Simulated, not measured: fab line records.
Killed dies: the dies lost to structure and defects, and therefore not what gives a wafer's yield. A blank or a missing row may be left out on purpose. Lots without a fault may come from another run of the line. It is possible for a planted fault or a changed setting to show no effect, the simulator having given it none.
A lot that was struck, set against a sound lot :: flow nand-harc :: 19 steps out of a route of 1302
Sound: the wafers L703.1, L703.2, L703.4. The struck wafers were L704.1, L704.2, L704.3. The cause is given at the end.
Order at every step that has rows: each side's tool, ch and its chambers, its first start. Under that, the readings that differ: sound wafers :: struck wafers :: difference of the means :: sigmas: that difference in standard deviations of wafers without a fault.
alike: readings with means less than 2 such deviations apart, plus words and numbers identical on both sides. not compared: withheld readings, readings lacking a value on some wafer, bounds such as >300 that could conceal the same value, and numbers that have no deviation in the record and whose values overlap.
Wherever a step has rows on one side only, a row that says differs or no value, or a row with sigmas, the two part there. Numbers that don't overlap but have no deviation are shown without sigmas and don't part them. A reading missing from all wafers of one side parts the sides only when that side holds two or more wafers.

NHARC_P_GATE_ALD_36: deposits SiNx, target thk 20 nm, pulse time 60 s, ald cycles 223.
  sound on ald-sin-04 ch 0,1,2, day 7 21:00; struck on ald-sin-02 ch 0,1,2, day 7 20:38
  alike: heater-power-w, precursor-pulse-height-rel, susceptor-temp-C
NHARC_P_GATE_ETCHBACK_37: etches the open film in CHF3/O2, target depth 34.5 nm, time 17.2 s.
  sound: rie-diel-02 ch 1,2,3; struck: rie-diel-03 ch 0,2,3
reading: rf-hours-counter-h (h)
sound: 7.0 6.9 8.0
struck: 2.5 2.6 2.5
difference: -4.8
sigmas: 
  alike: drypump-motor-current-A, oes-product-au, rf-vpp-V, showerhead-plenum-p-Torr, throttle-valve-pct
NHARC_P_GATE_STRIP_101: strips in O2, time 20 s.
  sound on rie-diel-02 ch 0,1,3, day 8 05:35; struck on rie-diel-03 ch 0,1,3, day 8 06:13
reading: rf-hours-counter-h (h)
sound: 6.9 3.8 8.0
struck: 2.5 2.5 2.6
difference: -3.7
sigmas: 
  alike: drypump-motor-current-A, oes-product-au, rf-vpp-V, showerhead-plenum-p-Torr, throttle-valve-pct
then, 9 steps without rows for these wafers: NHARC_P_GATE_PRECLEAN_97 (cleans in SPM, time 600 s); NHARC_P_GATE_SRD_98; NHARC_P_GATE_PRECLEAN_99 (cleans in SC1); NHARC_P_GATE_SRD_100; NHARC_P_GATE_DEHYDRATE_38 (time 120 s); NHARC_P_GATE_HMDS_39 (time 30 s); NHARC_P_GATE_COAT_40; NHARC_P_GATE_SOFTBAKE_41 (time 95 s); NHARC_P_GATE_EBR_42.
NHARC_P_GATE_EXPOSE_43: exposes mask P NSD, target cd 720 nm.
  sound on krf-scanner-04 ch 0, day 8 06:20; struck on krf-scanner-03 ch 0, day 8 06:59
reading: mask
sound: P_NSD#0 P_NSD#0 P_NSD#0
struck: P_NSD_R1#0 P_NSD_R1#0 P_NSD_R1#0
difference: differs
sigmas: 
then, 2 steps without rows for these wafers: NHARC_P_GATE_PEB_44 (peb time 85 s); NHARC_P_GATE_DEVELOP_45 (time 70 s).
NHARC_P_GATE_CD_MEAS_46: the cd target is 720 nm.
  sound on cd-sem-01 ch 0, day 8 06:30; struck on cd-sem-01 ch 0, day 8 07:08
reading: cd-nm (nm)
sound: 718.9 716.0 717.2
struck: 711.9 708.0 712.4
difference: -6.6
sigmas: -4
then, 1 step without rows for these wafers: NHARC_P_GATE_HARDBAKE_47 (time 80 s).
NHARC_P_GATE_DESCUM_48: chemistry O2, time 3 s.
  sound on rie-diel-02 ch 1,2,3, day 8 06:40; struck on rie-diel-03 ch 0,1,3, day 8 07:19
reading: rf-hours-counter-h (h)
sound: 6.9 7.0 8.0
struck: 2.5 2.5 2.6
difference: -4.8
sigmas: 

reading: model.P_GATE.cd-nm (nm)
sound: 718.6 715.8 717.5
struck: 711.8 708.4 712.2
difference: -6.5
sigmas: 
  alike: drypump-motor-current-A, oes-product-au, rf-vpp-V, showerhead-plenum-p-Torr, throttle-valve-pct
after that, 1 step had no rows for these wafers: NHARC_P_GATE_IMPLANT_49.

## WHERE THEY PART
Earliest at NHARC_P_GATE_EXPOSE_43; latest, in this record, at NHARC_P_GATE_CD_MEAS_46. Later steps at which nothing parts them and some readings are alike: NHARC_P_GATE_DESCUM_48.

WHY: what had been put in by the simulator
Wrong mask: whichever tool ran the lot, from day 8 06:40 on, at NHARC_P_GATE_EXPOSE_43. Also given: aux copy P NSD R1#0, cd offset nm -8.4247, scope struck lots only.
